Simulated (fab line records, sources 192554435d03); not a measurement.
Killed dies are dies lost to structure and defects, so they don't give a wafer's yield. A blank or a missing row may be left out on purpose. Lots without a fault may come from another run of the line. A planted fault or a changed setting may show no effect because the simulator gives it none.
Chamber matching | flow n5_finfet | N5_GATE_CUT_CMP_02 on cmp-02: 4 sister chambers
The step polishes, stops on SiO2, t overpolish 12.7 s, target thk 0 nm. 20 wafers are shown with their chamber, then 10 later ones without.

WAFERS WITH THEIR CHAMBER
wafer  | chamber | motor_current_A (A) | overpolish_run_s (s) | edge_zone_pressure_frac
L074.1 | 2       | 9.8                 | 12.703               | 1.004
L074.2 | 1       | 10.4                | 12.696               | 0.995
L074.6 | 2       | 9.9                 | 12.694               | 1.006
L075.2 | 0       | 8.2                 | 12.701               | 0.995
L075.3 | 2       | 9.6                 | 12.699               | 0.998
L075.6 | 3       | 8.2                 | 12.713               | 1.004
L078.1 | 0       | 8.1                 | 12.696               | 0.992
L078.2 | 2       | 10.1                | 12.700               | 1.005
L078.5 | 0       | 8.1                 | 12.689               | 0.995
L080.1 | 2       | 10.1                | 12.685               | 0.992
L080.2 | 1       | 10.3                | 12.711               | 0.997
L080.6 | 3       | 8.8                 | 12.687               | 1.001
L081.3 | 3       | 8.3                 | 12.701               | 1.003
L081.4 | 0       | 7.9                 | 12.703               | 1.000
L081.5 | 1       | 9.8                 | 12.713               | 1.008
L082.1 | 3       | 8.3                 | 12.692               | 0.993
L082.3 | 2       | 9.3                 | 12.705               | 1.005
L082.4 | 0       | 7.7                 | 12.685               | 0.992
L083.4 | 2       | 9.4                 | 12.692               | 0.994
L083.5 | 3       | 8.5                 | 12.686               | 1.008

SIGNATURES (means of the wafers above)
reading                 | chamber 0 | chamber 1 | chamber 2 | chamber 3 | scatter within a chamber
motor_current_A         | 8.000     | 10.167    | 9.743     | 8.420     | 0.275
overpolish_run_s        | 12.69480  | 12.70667  | 12.69686  | 12.69580  | 0.0087
edge_zone_pressure_frac | 0.99480   | 1.00000   | 1.00057   | 1.00180   | 0.0054
Rule: a wafer's distance from a chamber is the root of the sum, over the readings, of the square of ((its reading less the chamber's mean) divided by the reading's scatter). The wafer belongs to the nearest chamber; if the next one is less than 2 further off, it can't be placed. The scatter: the root of (the sum of the squares of (reading less its chamber's mean) over the shown wafers, divided by (wafers less chambers)).

WAFERS WITHOUT THEIR CHAMBER
wafer  | motor_current_A (A) | overpolish_run_s (s) | edge_zone_pressure_frac
L083.6 | 10.1                | 12.697               | 0.995
L091.1 | 8.5                 | 12.710               | 0.998
L091.2 | 10.2                | 12.702               | 0.997
L091.4 | 9.5                 | 12.688               | 0.991
L092.2 | 8.2                 | 12.687               | 0.998
L092.3 | 10.0                | 12.714               | 0.995
L092.4 | 10.7                | 12.718               | 0.997
L095.4 | 8.4                 | 12.694               | 1.003
L095.5 | 9.2                 | 12.699               | 1.007
L095.6 | 9.9                 | 12.703               | 0.998

WHICH CHAMBER EACH WENT THROUGH
wafer  | from the rows above          | in truth
L083.6 | can't be placed: 1 or 2      | 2
L091.1 | can't be placed: 3 or 0      | 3
L091.2 | can't be placed: 1 or 2      | 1
L091.4 | can't be placed: 2 or 1      | 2
L092.2 | can't be placed: 0 or 3      | 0
L092.3 | can't be placed: 1 or 2      | 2
L092.4 | can't be placed: 1 or 2      | 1
L095.4 | can't be placed: 3 or 0      | 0
L095.5 | can't be placed: 2 or 3 or 1 | 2
L095.6 | can't be placed: 2 or 1      | 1
Placed correctly: 0 of 10. Can't be placed from these rows: 10 (the true chamber is among the candidates in 10). Placed wrongly: 0.
